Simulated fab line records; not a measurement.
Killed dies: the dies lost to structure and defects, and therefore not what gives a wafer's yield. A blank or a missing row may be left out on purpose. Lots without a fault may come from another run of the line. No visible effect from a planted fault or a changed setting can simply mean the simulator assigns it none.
A lot that was struck, set against a sound lot	flow n5_finfet	39 steps out of a route of 1938
Sound: wafers L614.1, L614.3, L614.4. Struck: wafers L604.1, L604.3, L604.6. The cause is given at the end.
For every step that has rows: the tool of each side, followed by ch and its chambers, followed by its first start. Under that, the readings that differ: sound wafers	struck wafers	difference of the means	sigmas: that difference in standard deviations of wafers without a fault.
alike: a reading whose means differ by less than 2 such deviations, as well as words and numbers matching on both sides. not compared: withheld readings; readings where some wafer has no value; bounds like >300 that might hide an equal value; numbers whose values overlap and for which the record gives no deviation.
A row with sigmas, a row that says differs or no value, or rows on one side alone: a step with any of these is where the two part. Numbers that have no deviation but don't overlap get no sigmas and don't part them. A reading that every wafer of one side lacks parts them only if that side has two wafers or more.

first, 9 steps without rows for these wafers: N5_BEOL_M4_ANNEAL_95 (time 240 s); N5_BEOL_M4_SPUTTER_96 (material Cu, target thk 4.5 nm, time 8.29 s); N5_BEOL_M4_ECD_50 (material Cu, target thk 300 nm); N5_BEOL_M4_ANNEAL_51 (time 90 s); N5_BEOL_M4_CMP_52 (polishes, stops on SiOC, t overpolish 6.8 s, target thk 40 nm); N5_BEOL_M4_PRE_CLEAN_60 (time 15 s); N5_BEOL_M4_CO_CAP_55 (material Co, precursor CCTBA/H2, target thk 2 nm, time 102.1 s); N5_BEOL_M4_PRE_CLEAN_56 (time 15 s); N5_BEOL_M4_DEP_57 (deposits SiCN from 3MS/NH3, target thk 8 nm, time 14 s).
N5_BEOL_M4_RC_MEAS_101:
  sound on prober-01 ch 0, day 12 21:58; struck on prober-01 ch 0, day 10 11:31
reading	sound	struck	difference	sigmas
VT_P (mV)	-244 -245 -245	-255 -253 -250	-8	-2
  alike: DIBL_N, DIBL_P, IOFF_N, IOFF_P, ION_N, ION_P, SS_N, SS_P, VT_N
then, 24 steps without rows for these wafers: N5_BEOL_M5_ILD_DEP_00 (deposits SiCOH lowk from DEMS/porogen, target thk 140.64 nm, time 25.9 s); N5_BEOL_M5_CURE_79 (cures SiCOH lowk, time 240 s); N5_BEOL_M5_PECVD_70 (deposits SiO2 from TEOS/O2, target thk 16 nm, time 18 s); N5_BEOL_M5_HM_DEP_02 (deposits TiN, target thk 20 nm); N5_BEOL_M5_COAT_59 (time 60 s, resist thk 60 nm); N5_BEOL_M5_COAT_60 (time 60 s, resist thk 12 nm); N5_BEOL_M5_COAT_71 (time 60 s, resist thk 5 nm); N5_BEOL_M5_COAT_05 (resist thk 30 nm); N5_BEOL_M5_EBR_07; N5_BEOL_M5_SOFTBAKE_06 (time 60 s); N5_BEOL_M5_EXPOSE_08 (exposes mask M5, target cd 28 nm); N5_BEOL_M5_PEB_09 (peb time 60 s); N5_BEOL_M5_DEVELOP_10 (develop time 30 s); N5_BEOL_M5_DESCUM_16 (chemistry O2, time 7 s); N5_BEOL_M5_ETCH_72 (etches underlayer in N2/H2, target depth 6.5 nm, time 5.2 s); N5_BEOL_M5_ETCH_61 (etches SiARC in CF4, target depth 15.6 nm, time 26 s); N5_BEOL_M5_ETCH_62 (etches SOC in N2/H2, target depth 75 nm, overetch 15 nm, time 112.5 s); N5_BEOL_M5_STRIP_63 (strips in N2/H2); N5_BEOL_M5_STRIP_73 (strips in N2/H2); N5_BEOL_M5_STRIP_64 (strips in CF4); N5_BEOL_M5_HM_OPEN_17 (chemistry Cl2/BCl3, target TiN, target depth 20 nm, overetch 6 nm); N5_BEOL_M5_STRIP_19 (strips in O2); N5_BEOL_M5_COAT_65 (time 60 s, resist thk 60 nm); N5_BEOL_M5_COAT_66 (time 60 s, resist thk 12 nm).
N5_BEOL_M9_CMP_52: polishes, stops on SiCOH lowk, t overpolish 7 s, target thk 140 nm.
  sound on cmp-04 ch 1,2,3, day 14 18:26; struck on cmp-02 ch 1,3, day 12 06:44
  no value came back on the struck wafers for any of 6 readings (barrier_field_endpoint_s (s), clearing_platen_down_force_psi (psi) and others); on the sound wafers barrier_field_endpoint_s (s) reads 28.0 28.8 26.9
reading	sound	struck	difference	sigmas
model.Cu_of_BEOL_M9_ECD_50.thk_nm (nm)	134.8 142.2 135.2	321 318 322.8	+183	
model.SiO2_of_BEOL_M9_PECVD_70.thk_nm (nm)	0 0 0	19.8 19.4 19.6	+19.6	
N5_BEOL_M9_THK_MEAS_53: measures by xrf.
  sound on film_metro-01 at day 14 18:41; struck on film_metro-01 at day 12 06:59
reading	sound	struck	difference	sigmas
M9_THK (nm)	137 145 138	329 327 333	+190	+59
N5_BEOL_M9_RS_MEAS_57: a four-point-probe measurement.
  sound on film_metro-02 at day 14 18:50; struck on film_metro-01 at day 12 07:07
reading	sound	struck	difference	sigmas
M9_RS (ohm/sq)	0.157 0.148 0.157	0.060 0.060 0.059	-0.094	-26
N5_BEOL_M9_INSPECT_58: inspects for defects (darkfield).
  sound on defect_inspect-02 at day 14 18:52; struck on defect_inspect-02 at day 12 07:09
reading	sound	struck	difference	sigmas
raw_defect_count	106 55 74	4359 4372 4358	+4285	+99 or more
-- the record jumps here: 2 days lie between the struck wafers' starts before and after (it left off in module BEOL_M9 and takes up again in module PASSIVATION, whose first step shown is number 1936 of the route) --
N5_PASSIVATION_PROBE_49:
  only the struck wafers here have rows in the record (prober-02, day 14 12:52); the sound ones have none

== WHERE THEY PART ==
Earliest at N5_BEOL_M4_RC_MEAS_101; latest, in this record, at N5_PASSIVATION_PROBE_49.

WHY: whatever the simulator had introduced
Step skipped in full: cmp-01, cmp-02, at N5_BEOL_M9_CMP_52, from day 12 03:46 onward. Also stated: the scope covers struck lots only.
